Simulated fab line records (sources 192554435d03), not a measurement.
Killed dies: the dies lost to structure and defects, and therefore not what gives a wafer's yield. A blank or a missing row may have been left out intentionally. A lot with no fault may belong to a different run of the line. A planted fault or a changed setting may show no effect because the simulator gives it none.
A struck lot beside a sound one    flow n5 finfet    37 steps out of a route of 1938
Sound: these wafers, L376.2, L376.4, L376.6. The struck wafers were L383.2, L383.4. Last of all comes the cause.
For every step that has rows: the tool of each side, followed by ch and its chambers, followed by its first start. Under that, the readings that differ: sound wafers    struck wafers    difference of the means    sigmas: that difference in standard deviations of wafers without a fault.
alike: a reading whose means differ by less than 2 such deviations, as well as words and numbers matching on both sides. not compared: withheld readings; readings where some wafer has no value; bounds like >300 that might hide an equal value; numbers whose values overlap and for which the record gives no deviation.
The two part at a step that has a row with sigmas, a row that says differs or no value, or rows on one side only. Numbers that have no deviation but don't overlap get no sigmas and don't part them. A reading missing from all wafers of one side parts the sides only when that side holds two or more wafers.

first, 9 steps without rows for these wafers: N5_BEOL_M14_PRE_CLEAN_42 (time 30 s); N5_BEOL_M14_SPUTTER_43 (material TaN, target thk 15 nm, time 24.19 s); N5_BEOL_M14_SPUTTER_44 (material Ta, target thk 15 nm, time 24.19 s); N5_BEOL_M14_SPUTTER_45 (material Cu, target thk 100 nm, time 16.67 s); N5_BEOL_M14_ECD_47 (material Cu, target thk 1248 nm); N5_BEOL_M14_ANNEAL_48 (time 90 s); N5_BEOL_M14_CMP_49 (polishes, stops on SiO2, t overpolish 5.2 s, target thk 560 nm); N5_BEOL_M14_PRE_CLEAN_52 (time 15 s); N5_BEOL_M14_DEP_53 (deposits SiCN from 3MS/NH3, target thk 50 nm, time 17.8 s).
N5_BEOL_M15_ILD_DEP_00: deposits SiO2 from TEOS/O2, target thk 1629.3 nm, time 346.1 s.
  sound on pecvd-03 ch 1,2, day 12 13:05; struck on pecvd-03 ch 1,2, day 14 15:49
reading                                        sound              struck       difference  sigmas
run length s (s)                               389.4 389.6 388.1  407.1 408.2  +18.6       +28
model.SiO2_of_BEOL_M15_ILD_DEP_00.thk nm (nm)  1595 1628 1594     1656 1714    +79         
  alike: heater power w, showerhead plenum p Torr, throttle valve pct
N5_BEOL_M15_THK_MEAS_01:
  sound on film metro-01 at day 12 13:27; struck on film metro-02 at day 14 16:04
reading           sound           struck     difference  sigmas
M15_ILD_THK (nm)  1595 1627 1594  1656 1714  +80         +3
then, 10 steps without rows for these wafers: N5_BEOL_M15_COAT_58 (time 60 s, resist thk 89 nm); N5_BEOL_M15_COAT_04 (resist thk 800 nm); N5_BEOL_M15_EBR_06; N5_BEOL_M15_SOFTBAKE_05 (time 60 s); N5_BEOL_M15_EXPOSE_07 (exposes mask V14); N5_BEOL_M15_PEB_08 (peb time 90 s); N5_BEOL_M15_DEVELOP_09 (develop time 45 s); N5_BEOL_M15_HARDBAKE_14 (time 120 s); N5_BEOL_M15_DESCUM_15 (chemistry O2, time 7.9 s); N5_BEOL_M15_ETCH_59 (etches BARC in N2/H2, target depth 89 nm, overetch 26.7 nm, time 67.9 s).
N5_BEOL_M15_VIA_ETCH_16: etches SiO2 in C4F8/O2/Ar, target depth 1792.2 nm.
  sound on rie diel-04 ch 0,2,3, day 12 14:03; struck on rie diel-03 ch 0,1, day 14 17:55
reading                                     sound           struck     difference  sigmas
model.etch.depth nm (nm)                    1595 1628 1594  1656 1714  +79         
model.coat_of_BEOL_M15_COAT_04.thk nm (nm)  345.2 330 340   327 321.6  -14         
  alike: drypump motor current A, oes_ar_750_au, oes product au, rf vpp V, showerhead plenum p Torr, throttle valve pct
then, 13 steps without rows for these wafers: N5_BEOL_M15_STRIP_63 (strips in O2); N5_BEOL_M15_STRIP_64 (strips in O2); N5_BEOL_M15_STRIP_65 (strips in post etch residue remover, time 60 s); N5_BEOL_M15_SRD_66 (time 30 s, dry time 30 s); N5_BEOL_M15_COAT_56 (time 60 s, resist thk 550 nm); N5_BEOL_M15_ETCH_57 (etches SOC in N2/H2, time 750 s); N5_BEOL_M15_COAT_60 (time 60 s, resist thk 89 nm); N5_BEOL_M15_COAT_22 (resist thk 800 nm); N5_BEOL_M15_EBR_24; N5_BEOL_M15_SOFTBAKE_23 (time 60 s); N5_BEOL_M15_EXPOSE_25 (exposes mask M15, target cd 400 nm); N5_BEOL_M15_PEB_26 (peb time 90 s); N5_BEOL_M15_DEVELOP_27 (develop time 45 s).
N5_BEOL_M15_CMP_49: polishes, stops on SiO2, t overpolish 4.9 s, target thk 850 nm.
  sound on cmp-04 ch 1,2,3, day 12 22:21; struck on cmp-04 ch 0,3, day 15 03:20
reading                                        sound           struck     difference  sigmas
model.SiO2_of_BEOL_M15_ILD_DEP_00.thk nm (nm)  1517 1551 1516  1577 1634  +78         
  alike: motor current A, slurry filter dp kPa
N5_PASSIVATION_PROBE_49:
  the record holds rows for the sound wafers here (prober-02, day 13 15:51) but none for the struck ones

WHERE THEY PART
Last at N5_PASSIVATION_PROBE_49 as far as this record goes, first at N5_BEOL_M15_ILD_DEP_00.

WHY: whatever the simulator had introduced
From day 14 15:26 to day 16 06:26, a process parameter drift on pecvd-03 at N5_BEOL_M15_ILD_DEP_00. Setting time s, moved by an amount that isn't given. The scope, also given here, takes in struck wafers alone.
